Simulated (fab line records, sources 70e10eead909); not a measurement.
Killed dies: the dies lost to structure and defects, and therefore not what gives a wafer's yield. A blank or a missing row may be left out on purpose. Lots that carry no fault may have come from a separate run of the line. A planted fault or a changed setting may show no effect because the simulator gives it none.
fab line records	flow nand_harc
[record] lots = 24	wafers = 72	last_day = 33
route steps=1302 shown P_M1@307 P_M2@336 P_BONDPAD@353
lots that met no fault: taken from a fault-free run of the same line
start_h: start of the lot's first displayed wafer, in hours after the record's first day	wait_h: how many hours have passed since the lot's step before this one	" the same as in the row above	L1.1+2: several wafers, shown together as one row	- no value present, or no start provided	* or withheld: withheld	< > ~ a bound
route shown NAME@n: names a module that has steps shown in the file, with the first one's number in the route	usual: average and standard deviation across the fault-free wafers	same: alike in all rows	chamber/n: place in a boat	sites: each site's reading	_std_site: standard deviation of those values	_edge_site: outer sites' mean less inner sites'	radius_mm: how far each site lies from the wafer's centre	mask NAME#n: copy n	behind: the last tool/chamber to shape the wafer	hold: why the lot was held/for how many hours/how that ended	device: transistor that didn't switch, given as n, p or np	end of line: tests of these same wafers at the route's end	for a step that has no rows: nothing shown but its recipe	killed: the dies lost at the first sort to structure and to defects; this is not the yield of the wafer	map: per-die view of a wafer (x killed, . not killed, _ where there is no die)
set.NAME: the setting as run; set.NAME@STEP: as run at that earlier step	model.NAME: the simulator's own value behind a step, which no gauge read
steps of the route over a sample of lots; a table a step, a row a wafer
services: when a tool's chamber went out of use (start_h, in hours from the record's first day, below 0 if earlier), for how many hours, and the reason
[[steps]]
[step NHARC_P_M1_PVD_20]
[recipe] target_thk_a = 50	bias_v = 168.6	power_w = 15000	chamber_pressure_pa = 0.12	time_s = 8.06	substrate_temp_c = 50	material = TaN
[usual] throttle_valve_pct = 30.0/0.82
lot.wafer	tool	chamber	start_h	wait_h	throttle_valve_pct
L074.1	pvd_sputter-03	-	-	-	28.3
L074.2	"	-	"	"	29.1
L074.5	"	-	"	"	28.4
L075.2	pvd_sputter-01	-	-	-	30.7
L075.3	"	-	"	"	29.8
L075.5	"	-	"	"	30.5
L076.3	pvd_sputter-01	-	-	-	30.9
L076.5	"	-	"	"	30.2
L076.6	"	-	"	"	29.9
L077.3	pvd_sputter-01	-	-	-	30.4
L077.4	"	-	"	"	30.2
L077.5	"	-	"	"	30.3
L079.1	pvd_sputter-01	-	-	-	30.4
L079.4	"	-	"	"	30.9
L079.6	"	-	"	"	29.8
L078.3	pvd_sputter-02	-	-	-	28.8
L078.2	"	-	"	"	30.8
L078.5	"	-	"	"	28.9
L080.4	pvd_sputter-01	-	-	-	30.1
L080.2	"	-	"	"	30.8
L080.6	"	-	"	"	30.3
L081.1	pvd_sputter-03	-	-	-	29.5
L081.2	"	-	"	"	31.0
L081.3	"	-	"	"	28.3
L082.1	pvd_sputter-01	-	-	-	29.9
L082.3	"	-	"	"	30.6
L082.6	"	-	"	"	30.2
L083.3	pvd_sputter-02	-	-	-	30.9
L083.4	"	-	"	"	28.6
L083.5	"	-	"	"	31.1
L084.2	pvd_sputter-02	-	-	-	30.6
L084.6	"	-	"	"	30.5
L084.5	"	-	"	"	30.9
L085.3	pvd_sputter-03	-	-	-	28.4
L085.1	"	-	"	"	28.8
L085.6	"	-	"	"	28.3
L086.1	pvd_sputter-03	-	-	-	28.3
L086.2	"	-	"	"	30.8
L086.5	"	-	"	"	29.0
L087.4	pvd_sputter-01	-	-	-	29.8
L087.5	"	-	"	"	30.0
L087.6	"	-	"	"	30.1
L089.1	pvd_sputter-01	-	-	-	30.1
L089.3	"	-	"	"	30.7
L089.2	"	-	"	"	30.7
L088.2	pvd_sputter-02	-	-	-	30.8
L088.5	"	-	"	"	30.8
L088.6	"	-	"	"	31.0
L090.1	pvd_sputter-03	-	-	-	29.2
L090.4	"	-	"	"	28.7
L090.5	"	-	"	"	31.1
L091.4	pvd_sputter-02	-	-	-	30.0
L091.2	"	-	"	"	29.3
L091.5	"	-	"	"	30.9
L092.1	pvd_sputter-03	-	-	-	31.3
L092.5	"	-	"	"	28.4
L092.6	"	-	"	"	28.8
L093.1	pvd_sputter-01	-	-	-	30.1
L093.2	"	-	"	"	30.4
L093.5	"	-	"	"	29.8
L094.1	pvd_sputter-01	-	-	-	29.6
L094.2	"	-	"	"	30.3
L094.5	"	-	"	"	30.4
L095.2	pvd_sputter-01	-	-	-	30.3
L095.1	"	-	"	"	30.6
L095.5	"	-	"	"	29.6
L096.3	pvd_sputter-02	-	-	-	29.2
L096.6	"	-	"	"	31.0
L096.5	"	-	"	"	30.2
L097.3	pvd_sputter-02	-	-	-	29.1
L097.1	"	-	"	"	30.9
L097.6	"	-	"	"	30.8
[step NHARC_P_M2_ETCH_28]
[recipe] target_depth_a = 300	over_etch_frac = 0.3	time_s = 72.99	ion_energy_ev = 150	cf4_flow_sccm = 50	n2_flow_sccm = 100	ar_flow_sccm = 150	rf_w = 300	bias_w = 100	chemistry = CF4/N2
[usual] drypump_motor_current_A = 5.5/0.5	oes_product_au = 0.999/0.01	rf_vpp_V = 314.5/2.1	showerhead_plenum_p_Torr = 2.65/0.12	throttle_valve_pct = 19.794/0.0084
[same] over_etch_frac = 0.3
lot.wafer	tool	chamber	start_h	wait_h	drypump_motor_current_A	oes_product_au	rf_hours_counter_h	rf_vpp_V	showerhead_plenum_p_Torr	throttle_valve_pct
L074.2	rie_diel-12	1	129.83	0.3	6.3	1.012	2	317.2	2.79	19.803
L074.1	"	2	"	"	5.7	0.994	2	312.8	2.55	19.785
L074.5	"	1	"	"	6.3	1.019	-	317.2	2.79	19.790
L075.3	rie_diel-12	3	-	-	5.0	1.008	3	315.3	2.76	19.790
L075.2	"	1	"	"	6.3	1.015	3	315.6	2.79	19.792
L075.5	"	2	"	"	5.7	1.002	-	313.6	2.55	19.796
L076.3	rie_diel-12	1	-	-	6.3	1.002	4	317.3	2.79	19.792
L076.6	"	1	"	"	6.3	1.011	-	317.2	2.79	19.802
L076.5	"	2	"	"	5.7	0.995	-	313.4	2.55	19.790
L077.3	rie_diel-06	3	-	-	6.6	0.996	3	311.3	2.47	19.791
L077.4	"	1	"	"	5.5	0.998	2	310.9	2.46	19.803
L077.5	"	0	"	"	5.6	1.008	-	316.0	2.69	19.805
L079.1	rie_diel-03	1	-	-	5.1	1.000	3	313.0	2.57	19.797
L079.4	"	2	"	"	5.1	0.998	3	316.2	2.80	19.800
L079.6	"	0	"	"	5.1	0.984	-	317.7	2.77	19.776
L078.3	rie_diel-12	3	-	-	5.0	1.001	5	316.9	2.76	19.787
L078.2	"	1	"	"	6.2	0.997	5	315.3	2.79	19.787
L078.5	"	3	"	"	5.0	1.000	-	316.0	2.76	19.801
L080.2	rie_diel-03	1	-	-	5.1	1.002	4	313.1	2.57	19.800
L080.4	"	2	"	"	5.1	0.992	5	318.0	2.80	19.791
L080.6	"	1	"	"	5.1	1.000	-	314.8	2.57	19.787
L081.3	rie_diel-06	3	-	-	6.6	1.007	5	311.1	2.46	19.795
L081.1	"	0	"	"	5.6	0.991	4	314.6	2.69	19.800
L081.2	"	1	"	"	5.5	0.994	4	311.5	2.46	19.787
L082.1	rie_diel-12	0	-	-	6.0	0.997	2	315.9	2.71	19.786
L082.3	"	1	"	"	6.3	1.011	6	318.3	2.79	19.796
L082.6	"	3	"	"	5.0	0.998	-	314.5	2.76	19.794
L083.3	rie_diel-03	3	-	-	5.0	1.002	4	315.2	2.66	19.801
L083.4	"	1	"	"	5.1	0.986	6	312.5	2.57	19.804
L083.5	"	3	"	"	4.9	0.991	-	314.7	2.66	19.788
L084.2	rie_diel-12	0	-	-	6.0	0.992	2	315.6	2.71	19.788
L084.6	"	3	"	"	5.0	1.004	-	316.6	2.76	19.782
L084.5	"	0	"	"	6.0	0.993	-	315.4	2.71	19.793
L085.1	rie_diel-12	0	-	-	6.0	1.001	3	315.8	2.71	19.784
L085.3	"	2	"	"	5.7	0.995	8	313.8	2.55	19.804
L085.6	"	0	"	"	6.0	0.997	-	315.6	2.71	19.793
L086.2	rie_diel-12	2	-	-	5.7	0.988	8	313.2	2.55	19.771
L086.1	"	1	"	"	6.3	1.010	7	317.3	2.79	19.799
L086.5	"	3	"	"	5.0	1.006	-	317.4	2.76	19.791
L087.4	rie_diel-03	1	-	-	5.1	0.982	7	313.9	2.57	19.808
L087.6	"	0	"	"	5.1	0.974	-	316.9	2.77	19.797
L087.5	"	1	"	"	5.1	0.981	-	312.9	2.56	19.808
L089.1	rie_diel-06	2	-	-	5.2	0.993	9	311.7	2.52	19.785
L089.2	"	3	"	"	6.6	1.008	9	311.5	2.46	19.797
L089.3	"	0	"	"	5.6	1.008	9	315.9	2.68	19.802
L088.2	rie_diel-06	0	-	-	5.6	1.022	9	315.7	2.68	19.784
L088.6	"	0	"	"	5.6	1.009	-	316.4	2.68	19.796
L088.5	"	1	"	"	5.6	0.996	-	312.6	2.45	19.781
L090.1	rie_diel-03	1	-	-	5.1	0.987	9	311.6	2.56	19.784
L090.4	"	2	"	"	5.2	1.001	9	316.3	2.80	19.784
L090.5	"	2	"	"	5.1	1.001	-	316.9	2.80	19.804
L091.4	rie_diel-06	3	-	-	6.6	1.007	11	312.2	2.46	19.774
L091.2	"	0	"	"	5.6	1.004	11	313.9	2.68	19.806
L091.5	"	1	"	"	5.5	0.997	-	311.2	2.45	19.805
L092.1	rie_diel-03	2	-	-	5.1	1.013	0	315.9	2.80	19.795
L092.5	"	0	"	"	5.2	0.988	-	316.5	2.77	19.790
L092.6	"	1	"	"	5.1	1.021	-	312.0	2.56	19.803
L093.1	rie_diel-06	0	-	-	5.6	0.994	0	315.5	2.68	19.767
L093.2	"	1	"	"	5.5	0.976	0	310.4	2.45	19.796
L093.5	"	0	"	"	5.6	0.983	-	315.1	2.68	19.812
L094.2	rie_diel-03	2	-	-	5.1	0.997	1	315.8	2.80	19.800
L094.1	"	0	"	"	5.1	0.990	1	316.4	2.77	19.791
L094.5	"	3	"	"	4.9	0.998	-	313.2	2.66	19.794
L095.1	rie_diel-06	0	-	-	5.6	1.001	1	316.4	2.68	19.799
L095.2	"	1	"	"	5.6	0.995	2	312.4	2.45	19.789
L095.5	"	0	"	"	5.6	0.999	-	314.3	2.68	19.790
L096.3	rie_diel-03	1	-	-	5.1	1.013	2	314.5	2.56	19.811
L096.5	"	2	"	"	5.1	1.019	-	315.8	2.79	19.791
L096.6	"	1	"	"	5.1	1.022	-	312.3	2.56	19.796
L097.3	rie_diel-03	3	-	-	4.9	0.989	2	314.8	2.66	19.797
L097.1	"	1	"	"	5.1	1.010	2	315.0	2.56	19.788
L097.6	"	1	"	"	5.1	1.018	-	314.5	2.56	19.796
[step NHARC_P_M2_PVD_20]
[recipe] target_thk_a = 50	bias_v = 168.6	power_w = 15000	chamber_pressure_pa = 0.12	time_s = 8.06	substrate_temp_c = 50	material = TaN
[usual] throttle_valve_pct = 29.9/0.87
lot.wafer	tool	chamber	start_h	wait_h	throttle_valve_pct
L074.1	pvd_sputter-01	-	-	-	30.4
L074.2	"	-	"	"	30.7
L074.5	"	-	"	"	30.5
L075.2	pvd_sputter-01	-	-	-	30.7
L075.3	"	-	"	"	30.3
L075.5	"	-	"	"	30.1
L076.3	pvd_sputter-01	-	-	-	30.0
L076.5	"	-	"	"	30.9
L076.6	"	-	"	"	30.6
L077.3	pvd_sputter-03	-	-	-	28.6
L077.4	"	-	"	"	31.0
L077.5	"	-	"	"	28.6
L079.1	pvd_sputter-03	-	-	-	28.7
L079.4	"	-	"	"	31.0
L079.6	"	-	"	"	29.0
L078.2	pvd_sputter-01	-	-	-	30.4
L078.3	"	-	"	"	29.9
L078.5	"	-	"	"	30.4
L080.4	pvd_sputter-02	-	-	-	31.1
L080.2	"	-	"	"	28.8
L080.6	"	-	"	"	31.0
L081.1	pvd_sputter-01	-	-	-	30.3
L081.3	"	-	"	"	30.2
L081.2	"	-	"	"	30.5
L082.1	pvd_sputter-01	-	-	-	30.2
L082.3	"	-	"	"	30.9
L082.6	"	-	"	"	30.2
L083.3	pvd_sputter-02	-	-	-	29.0
L083.4	"	-	"	"	30.4
L083.5	"	-	"	"	30.1
L084.2	pvd_sputter-03	-	-	-	29.4
L084.5	"	-	"	"	28.3
L084.6	"	-	"	"	28.8
L085.1	pvd_sputter-01	-	-	-	30.7
L085.3	"	-	"	"	30.3
L085.6	"	-	"	"	30.2
L086.1	pvd_sputter-03	-	-	-	28.8
L086.2	"	-	"	"	29.5
L086.5	"	-	"	"	28.8
L087.4	pvd_sputter-03	-	-	-	28.4
L087.5	"	-	"	"	29.2
L087.6	"	-	"	"	31.3
L089.2	pvd_sputter-02	-	-	-	30.7
L089.3	"	-	"	"	30.2
L089.1	"	-	"	"	29.0
L088.2	pvd_sputter-03	-	-	-	29.1
L088.5	"	-	"	"	28.9
L088.6	"	-	"	"	29.4
L090.1	pvd_sputter-03	-	-	-	28.8
L090.4	"	-	"	"	29.4
L090.5	"	-	"	"	31.1
L091.4	pvd_sputter-03	-	-	-	31.0
L091.2	"	-	"	"	29.5
L091.5	"	-	"	"	30.8
L092.1	pvd_sputter-01	-	-	-	30.2
L092.6	"	-	"	"	29.5
L092.5	"	-	"	"	30.0
L093.1	pvd_sputter-02	-	-	-	30.1
L093.2	"	-	"	"	30.7
L093.5	"	-	"	"	29.0
L094.2	pvd_sputter-03	-	-	-	30.8
L094.1	"	-	"	"	28.6
L094.5	"	-	"	"	29.6
L095.1	pvd_sputter-02	-	-	-	29.0
L095.2	"	-	"	"	31.1
L095.5	"	-	"	"	30.6
L096.3	pvd_sputter-02	-	-	-	31.2
L096.6	"	-	"	"	29.2
L096.5	"	-	"	"	30.6
L097.3	pvd_sputter-01	-	-	-	30.2
L097.1	"	-	"	"	30.7
L097.6	"	-	"	"	30.4
[step NHARC_P_M2_INSPECT_27]
[usual] raw_defect_count = 314/140
lot.wafer	tool	chamber	start_h	wait_h	raw_defect_count
L074.1	defect_inspect-02	-	131.89	0.0	341
L074.2	"	-	"	"	330
L074.5	"	-	"	"	274
L075.2	defect_inspect-01	-	145.73	0.0	134
L075.3	"	-	"	"	174
L075.5	"	-	"	"	161
L076.3	defect_inspect-02	-	156.86	0.0	408
L076.5	"	-	"	"	338
L076.6	"	-	"	"	262
L077.3	defect_inspect-02	-	164.35	0.0	312
L077.4	"	-	"	"	251
L077.5	"	-	"	"	369
L079.1	defect_inspect-01	-	182.84	0.0	485
L079.4	"	-	"	"	321
L079.6	"	-	"	"	494
L078.2	defect_inspect-02	-	183.16	0.0	344
L078.3	"	-	"	"	219
L078.5	"	-	"	"	290
L080.2	defect_inspect-02	-	200.64	0.0	459
L080.4	"	-	"	"	363
L080.6	"	-	"	"	320
L081.1	defect_inspect-02	-	206.36	0.0	263
L081.2	"	-	"	"	184
L081.3	"	-	"	"	141
L082.1	defect_inspect-01	-	212.99	0.0	259
L082.3	"	-	"	"	259
L082.6	"	-	"	"	226
L083.3	defect_inspect-02	-	223.44	0.0	207
L083.4	"	-	"	"	163
L083.5	"	-	"	"	180
L084.2	defect_inspect-01	-	240.75	0.0	417
L084.5	"	-	"	"	208
L084.6	"	-	"	"	354
L085.1	defect_inspect-02	-	246.16	0.0	366
L085.3	"	-	"	"	484
L085.6	"	-	"	"	523
L086.1	defect_inspect-02	-	250.30	0.0	266
L086.2	"	-	"	"	325
L086.5	"	-	"	"	216
L087.4	defect_inspect-01	-	257.18	0.0	288
L087.5	"	-	"	"	398
L087.6	"	-	"	"	232
L089.1	defect_inspect-01	-	276.98	0.0	500
L089.2	"	-	"	"	364
L089.3	"	-	"	"	481
L088.2	defect_inspect-02	-	277.96	0.0	315
L088.5	"	-	"	"	751
L088.6	"	-	"	"	592
L090.1	defect_inspect-02	-	293.08	0.0	451
L090.4	"	-	"	"	531
L090.5	"	-	"	"	403
L091.2	defect_inspect-02	-	301.14	0.0	450
L091.4	"	-	"	"	474
L091.5	"	-	"	"	384
L092.1	defect_inspect-02	-	318.04	0.0	207
L092.5	"	-	"	"	175
L092.6	"	-	"	"	196
L093.1	defect_inspect-02	-	318.79	0.0	231
L093.2	"	-	"	"	387
L093.5	"	-	"	"	349
L094.1	defect_inspect-01	-	333.29	0.0	227
L094.2	"	-	"	"	535
L094.5	"	-	"	"	253
L095.1	defect_inspect-02	-	346.03	0.0	197
L095.2	"	-	"	"	126
L095.5	"	-	"	"	146
L096.3	defect_inspect-01	-	354.83	0.0	222
L096.5	"	-	"	"	294
L096.6	"	-	"	"	238
L097.1	defect_inspect-01	-	363.46	0.0	204
L097.3	"	-	"	"	313
L097.6	"	-	"	"	265
[step NHARC_P_BONDPAD_THK_MEAS_33]
[recipe] thk_meas_gauge = ellipsometry
[usual] thk_nm = 199.5/1.6
lot.wafer	tool	chamber	start_h	wait_h	thk_nm
L074.1	film_metro-01	-	133.27	0.2	198.1
L074.2	"	-	"	"	200.3
L074.5	"	-	"	"	199.2
L075.2	film_metro-02	-	146.93	0.2	198.7
L075.3	"	-	"	"	200.2
L075.5	"	-	"	"	198.4
L076.3	film_metro-02	-	158.08	0.2	202.2
L076.5	"	-	"	"	202.4
L076.6	"	-	"	"	201.4
L077.3	film_metro-02	-	165.57	0.2	199.4
L077.4	"	-	"	"	198.8
L077.5	"	-	"	"	197.3
L079.1	film_metro-01	-	184.06	0.2	198.6
L079.4	"	-	"	"	196.1
L079.6	"	-	"	"	197.9
L078.2	film_metro-02	-	184.38	0.2	203.0
L078.3	"	-	"	"	203.6
L078.5	"	-	"	"	203.7
L080.2	film_metro-01	-	201.89	0.2	199.3
L080.4	"	-	"	"	199.3
L080.6	"	-	"	"	201.6
L081.1	film_metro-02	-	207.58	0.2	201.0
L081.2	"	-	"	"	201.2
L081.3	"	-	"	"	199.2
L082.1	film_metro-01	-	214.22	0.2	199.0
L082.3	"	-	"	"	198.5
L082.6	"	-	"	"	200.4
L083.3	film_metro-01	-	224.65	0.2	199.9
L083.4	"	-	"	"	200.7
L083.5	"	-	"	"	198.8
L084.2	film_metro-01	-	241.94	0.2	199.3
L084.5	"	-	"	"	199.3
L084.6	"	-	"	"	198.9
L085.1	film_metro-01	-	247.38	0.2	199.1
L085.3	"	-	"	"	197.5
L085.6	"	-	"	"	195.2
L086.1	film_metro-02	-	251.52	0.2	198.7
L086.2	"	-	"	"	197.6
L086.5	"	-	"	"	201.3
L087.4	film_metro-01	-	258.39	0.2	198.8
L087.5	"	-	"	"	197.8
L087.6	"	-	"	"	199.0
L089.1	film_metro-01	-	278.39	0.2	202.2
L089.2	"	-	"	"	199.9
L089.3	"	-	"	"	199.7
L088.2	film_metro-02	-	279.17	0.2	199.7
L088.5	"	-	"	"	197.1
L088.6	"	-	"	"	198.4
L090.1	film_metro-02	-	294.29	0.2	199.8
L090.4	"	-	"	"	199.3
L090.5	"	-	"	"	195.3
L091.2	film_metro-02	-	302.35	0.2	199.6
L091.4	"	-	"	"	200.8
L091.5	"	-	"	"	202.0
L092.1	film_metro-01	-	319.23	0.2	200.5
L092.5	"	-	"	"	200.3
L092.6	"	-	"	"	198.6
L093.1	film_metro-02	-	319.98	0.2	199.4
L093.2	"	-	"	"	200.2
L093.5	"	-	"	"	198.5
L094.1	film_metro-01	-	334.51	0.2	199.0
L094.2	"	-	"	"	196.8
L094.5	"	-	"	"	198.5
L095.1	film_metro-02	-	347.23	0.2	199.1
L095.2	"	-	"	"	200.7
L095.5	"	-	"	"	199.1
L096.3	film_metro-02	-	356.05	0.2	200.3
L096.5	"	-	"	"	199.8
L096.6	"	-	"	"	199.5
L097.1	film_metro-01	-	364.68	0.2	199.8
L097.3	"	-	"	"	199.6
L097.6	"	-	"	"	199.2
[step NHARC_P_BONDPAD_OVL_MEAS_38]
[usual] overlay_x_nm = 0/4.7	overlay_y_nm = -1/7.4
lot.wafer	tool	chamber	start_h	wait_h	overlay_x_nm	overlay_y_nm
L074.1	overlay-01	-	133.92	-	2	5
L074.2	"	-	"	"	1	5
L074.5	"	-	"	"	1	5
L075.2	overlay-01	-	147.45	-	-8	-13
L075.3	"	-	"	"	-7	-13
L075.5	"	-	"	"	-7	-13
L076.3	overlay-01	-	158.61	-	-2	-1
L076.5	"	-	"	"	-2	-1
L076.6	"	-	"	"	-2	-1
L077.3	overlay-02	-	166.10	-	11	3
L077.4	"	-	"	"	11	3
L077.5	"	-	"	"	10	4
L079.1	overlay-02	-	184.71	-	-7	-14
L079.4	"	-	"	"	-6	-14
L079.6	"	-	"	"	-6	-14
L078.2	overlay-02	-	185.03	-	-2	-2
L078.3	"	-	"	"	-2	-3
L078.5	"	-	"	"	-2	-2
L080.2	overlay-02	-	202.54	-	2	11
L080.4	"	-	"	"	2	11
L080.6	"	-	"	"	1	11
L081.1	overlay-01	-	208.23	-	1	4
L081.2	"	-	"	"	1	4
L081.3	"	-	"	"	1	4
L082.1	overlay-02	-	214.87	-	-3	-5
L082.3	"	-	"	"	-3	-6
L082.6	"	-	"	"	-3	-5
L083.3	overlay-02	-	225.31	-	1	1
L083.4	"	-	"	"	1	1
L083.5	"	-	"	"	0	1
L084.2	overlay-01	-	242.59	-	-2	0
L084.5	"	-	"	"	-2	0
L084.6	"	-	"	"	-3	0
L085.1	overlay-02	-	248.03	-	6	3
L085.3	"	-	"	"	6	3
L085.6	"	-	"	"	6	3
L086.1	overlay-02	-	252.18	-	0	-5
L086.2	"	-	"	"	0	-5
L086.5	"	-	"	"	1	-5
L087.4	overlay-01	-	259.05	-	6	9
L087.5	"	-	"	"	6	9
L087.6	"	-	"	"	6	8
L089.1	overlay-01	-	279.04	-	1	9
L089.2	"	-	"	"	1	10
L089.3	"	-	"	"	1	9
L088.2	overlay-02	-	279.82	-	2	-16
L088.5	"	-	"	"	1	-16
L088.6	"	-	"	"	2	-15
L090.1	overlay-01	-	294.95	-	0	-5
L090.4	"	-	"	"	0	-5
L090.5	"	-	"	"	0	-5
L091.2	overlay-02	-	302.88	-	1	7
L091.4	"	-	"	"	2	7
L091.5	"	-	"	"	1	7
L092.1	overlay-02	-	319.76	-	8	9
L092.5	"	-	"	"	8	9
L092.6	"	-	"	"	7	9
L093.1	overlay-02	-	320.63	-	0	1
L093.2	"	-	"	"	0	1
L093.5	"	-	"	"	-1	2
L094.1	overlay-01	-	335.17	-	2	-4
L094.2	"	-	"	"	1	-4
L094.5	"	-	"	"	2	-5
L095.1	overlay-01	-	347.88	-	-1	-4
L095.2	"	-	"	"	-1	-4
L095.5	"	-	"	"	-1	-4
L096.3	overlay-01	-	356.58	-	1	-6
L096.5	"	-	"	"	1	-6
L096.6	"	-	"	"	1	-6
L097.1	overlay-01	-	365.33	-	-12	-8
L097.3	"	-	"	"	-12	-8
L097.6	"	-	"	"	-12	-8
[[services]]
tool	chamber	start_h	hours	kind
pvd_sputter-02	-	104.00	10.0	pm
rie_diel-12	3	114.30	10.8	repair
rie_diel-03	-	126.35	9.0	pm
rie_diel-12	3	128.45	1.8	repair
rie_diel-06	-	130.20	9.0	pm
rie_diel-12	2	144.19	3.2	repair
rie_diel-03	3	153.56	9.8	repair
rie_diel-06	0	158.18	2.5	repair
pvd_sputter-03	-	170.18	10.0	pm
rie_diel-06	2	173.26	16.1	repair
rie_diel-06	0	181.63	3.9	repair
rie_diel-03	3	201.22	13.0	repair
rie_diel-06	3	213.73	5.2	repair
rie_diel-12	0	225.00	9.4	repair
pvd_sputter-01	-	226.00	10.0	pm
rie_diel-12	-	268.41	9.0	pm
pvd_sputter-01	-	272.83	5.4	repair
rie_diel-03	2	273.95	14.5	repair
pvd_sputter-02	-	282.00	10.0	pm
rie_diel-03	-	303.35	9.0	pm
rie_diel-12	2	303.82	6.4	repair
rie_diel-03	0	333.59	37.4	repair
rie_diel-12	0	340.87	11.5	repair
pvd_sputter-03	-	348.18	10.0	pm
[[key]]
fault none
